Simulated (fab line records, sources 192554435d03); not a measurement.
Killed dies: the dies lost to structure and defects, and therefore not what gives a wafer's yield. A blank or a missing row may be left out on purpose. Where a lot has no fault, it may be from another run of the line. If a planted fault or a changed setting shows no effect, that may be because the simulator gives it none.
Split-lot study || flow n5 finfet || route with 1938 steps; 7 lots, 21 wafers read

## THE SPLIT
At N5_BEOL_M3_TRENCH_ETCH_37 (etches SiOC in C4F6/O2, target depth 55.555 nm, time 29.2 s), the setting bias w was moved away from the recipe's 185 W on 2 of the 21 wafers read, by +5.5% to +17.9%. This setting was run at the recipe's value on the other wafers.

Reading taken at the split's own step.

## THE READING
rf vpp V, in V, at N5_BEOL_M3_TRENCH_ETCH_37 (etches SiOC in C4F6/O2, target depth 55.555 nm, time 29.2 s). On this fab line, fault-free wafers typically give 675 V with a standard deviation of 8.9 V.

{"wafer": "L074.2", "tool, chamber at the split": "rie diel-05, 0", "bias w as run, W": 185, "against the recipe": "recipe", "rf vpp V, V": 660, "against lot-mates on the recipe": "-"}
{"wafer": "L074.4", "tool, chamber at the split": "rie diel-05, 1", "bias w as run, W": 185, "against the recipe": "recipe", "rf vpp V, V": 683, "against lot-mates on the recipe": "-"}
{"wafer": "L074.6", "tool, chamber at the split": "rie diel-05, 2", "bias w as run, W": 185, "against the recipe": "recipe", "rf vpp V, V": 681, "against lot-mates on the recipe": "-"}
{"wafer": "L076.1", "tool, chamber at the split": "rie diel-05, 1", "bias w as run, W": 185, "against the recipe": "recipe", "rf vpp V, V": 682, "against lot-mates on the recipe": "-"}
{"wafer": "L076.2", "tool, chamber at the split": "rie diel-05, 0", "bias w as run, W": 185, "against the recipe": "recipe", "rf vpp V, V": 661, "against lot-mates on the recipe": "-"}
{"wafer": "L076.4", "tool, chamber at the split": "rie diel-05, 1", "bias w as run, W": 185, "against the recipe": "recipe", "rf vpp V, V": 683, "against lot-mates on the recipe": "-"}
{"wafer": "L077.1", "tool, chamber at the split": "rie diel-03, 3", "bias w as run, W": 185, "against the recipe": "recipe", "rf vpp V, V": 686, "against lot-mates on the recipe": "-"}
{"wafer": "L077.2", "tool, chamber at the split": "rie diel-03, 0", "bias w as run, W": 218.1, "against the recipe": "+17.9%", "rf vpp V, V": 779, "against lot-mates on the recipe": "+94"}
{"wafer": "L077.6", "tool, chamber at the split": "rie diel-03, 0", "bias w as run, W": 185, "against the recipe": "recipe", "rf vpp V, V": 683, "against lot-mates on the recipe": "-"}
{"wafer": "L085.1", "tool, chamber at the split": "rie diel-05, 2", "bias w as run, W": 185, "against the recipe": "recipe", "rf vpp V, V": 676, "against lot-mates on the recipe": "-"}
{"wafer": "L085.5", "tool, chamber at the split": "rie diel-05, 0", "bias w as run, W": 185, "against the recipe": "recipe", "rf vpp V, V": 658, "against lot-mates on the recipe": "-"}
{"wafer": "L085.6", "tool, chamber at the split": "rie diel-05, 2", "bias w as run, W": 185, "against the recipe": "recipe", "rf vpp V, V": 676, "against lot-mates on the recipe": "-"}
{"wafer": "L089.1", "tool, chamber at the split": "rie diel-02, 1", "bias w as run, W": 185, "against the recipe": "recipe", "rf vpp V, V": 670, "against lot-mates on the recipe": "-"}
{"wafer": "L089.3", "tool, chamber at the split": "rie diel-02, 2", "bias w as run, W": 185, "against the recipe": "recipe", "rf vpp V, V": 673, "against lot-mates on the recipe": "-"}
{"wafer": "L089.6", "tool, chamber at the split": "rie diel-02, 1", "bias w as run, W": 185, "against the recipe": "recipe", "rf vpp V, V": 670, "against lot-mates on the recipe": "-"}
{"wafer": "L095.1", "tool, chamber at the split": "rie diel-02, 0", "bias w as run, W": 185, "against the recipe": "recipe", "rf vpp V, V": 675, "against lot-mates on the recipe": "-"}
{"wafer": "L095.2", "tool, chamber at the split": "rie diel-02, 1", "bias w as run, W": 185, "against the recipe": "recipe", "rf vpp V, V": 671, "against lot-mates on the recipe": "-"}
{"wafer": "L095.6", "tool, chamber at the split": "rie diel-02, 1", "bias w as run, W": 185, "against the recipe": "recipe", "rf vpp V, V": 671, "against lot-mates on the recipe": "-"}
{"wafer": "L096.1", "tool, chamber at the split": "rie diel-02, 3", "bias w as run, W": 185, "against the recipe": "recipe", "rf vpp V, V": 664, "against lot-mates on the recipe": "-"}
{"wafer": "L096.4", "tool, chamber at the split": "rie diel-02, 1", "bias w as run, W": 195.2, "against the recipe": "+5.5%", "rf vpp V, V": 701, "against lot-mates on the recipe": "+37"}
{"wafer": "L096.5", "tool, chamber at the split": "rie diel-02, 3", "bias w as run, W": 185, "against the recipe": "recipe", "rf vpp V, V": 664, "against lot-mates on the recipe": "-"}

THE FIT
A straight line over all 21 wafers: rf vpp V changes by +5.86 V for each +1% of bias w; r = +0.94; the points scatter about the line by 8.5 V.
The same after taking each lot's own level away (the mean of its wafers on the recipe; 21 wafers): +5.39 V for each +1%; r = +0.95; scatter 7 V.
That fit puts the effect of the largest move of bias w on the reading at 96 V.
From 664.0 to 684.5 V: that is the span of the lots' own levels, equal to 2.3 times the standard deviation above.
The two slopes are in agreement: the lot-to-lot level therefore moves the slope only a little.
Check: with one of the wafers moved furthest among these (+17.9%) left out of the fit, the line predicts +120 V for it against its lot-mates. It came out at +94.5 V against them.
Tool readings at the split's step, against how far the setting was moved: rf vpp V r = +0.94.

## OTHER SPLITS ON THESE WAFERS
These wafers also went through other splits before the reading. Each is held against what the fit with the lots' levels taken away leaves over:
{"other split on the same wafers": "N5_BEOL_M2_EXPOSE_08 dose mj", "wafers away from the commonest value": 10, "r with rf vpp V (lot level and that fit taken away)": "+0.07"}
{"other split on the same wafers": "N5_BEOL_M2_EXPOSE_25 dose mj", "wafers away from the commonest value": 5, "r with rf vpp V (lot level and that fit taken away)": -0.20}
{"other split on the same wafers": "N5_BEOL_M2_ETCH_70 source w", "wafers away from the commonest value": 4, "r with rf vpp V (lot level and that fit taken away)": -0.15}

## FILE'S OWN FIT
rf vpp V changes by +5.39 V for each +1% of bias w, r = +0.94.
